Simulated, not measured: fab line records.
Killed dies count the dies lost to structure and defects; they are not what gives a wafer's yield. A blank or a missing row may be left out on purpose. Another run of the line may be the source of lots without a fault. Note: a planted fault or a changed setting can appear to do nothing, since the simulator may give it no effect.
Chamber matching	flow n5-finfet	4 sister chambers for N5_BEOL_M9_STRIP_36 on rie-diel-02
The step strips in N2/H2. 8 wafers are shown with their chamber, then 7 later ones without.

== WAFERS PAIRED WITH THEIR CHAMBERS ==
wafer	chamber	drypump-motor-current-A (A)	throttle-valve-pct (%)
L074.5	3	6.4	23.57
L082.1	0	5.9	23.69
L082.2	2	5.7	23.90
L088.3	3	6.4	23.29
L088.4	1	5.2	23.46
L088.6	2	5.8	23.93
L089.3	1	5.2	23.47
L089.4	0	6.0	23.74

== WAFERS WITHOUT THEIR CHAMBER ==
wafer	drypump-motor-current-A (A)	throttle-valve-pct (%)
L089.6	5.2	23.46
L096.1	5.8	23.93
L096.2	5.2	23.47
L096.3	5.9	23.72
L097.2	6.4	23.36
L097.4	6.4	23.32
L097.6	5.2	23.53

== EACH ONE'S CHAMBER ==
wafer	from the rows above	in truth
L089.6	1	1
L096.1	2	2
L096.2	1	1
L096.3	0	0
L097.2	3	3
L097.4	3	3
L097.6	1	1
7 of 7 placed correctly. Left unplaced by these rows: 0. 0 placed wrongly.
How it was worked out, from the rows above alone: a wafer's distance from a chamber is the root of the sum, over the readings, of the square of ((its reading less the chamber's mean) divided by the reading's scatter). If the next closest chamber is less than 2 further off than the closest, the wafer can't be placed; otherwise it belongs to the closest. The mean given for a chamber averages the wafers shown for that chamber. The scatter is the square root of a quotient: the sum, over the shown wafers, of each reading's squared deviation from its chamber's mean, divided by wafers minus chambers.
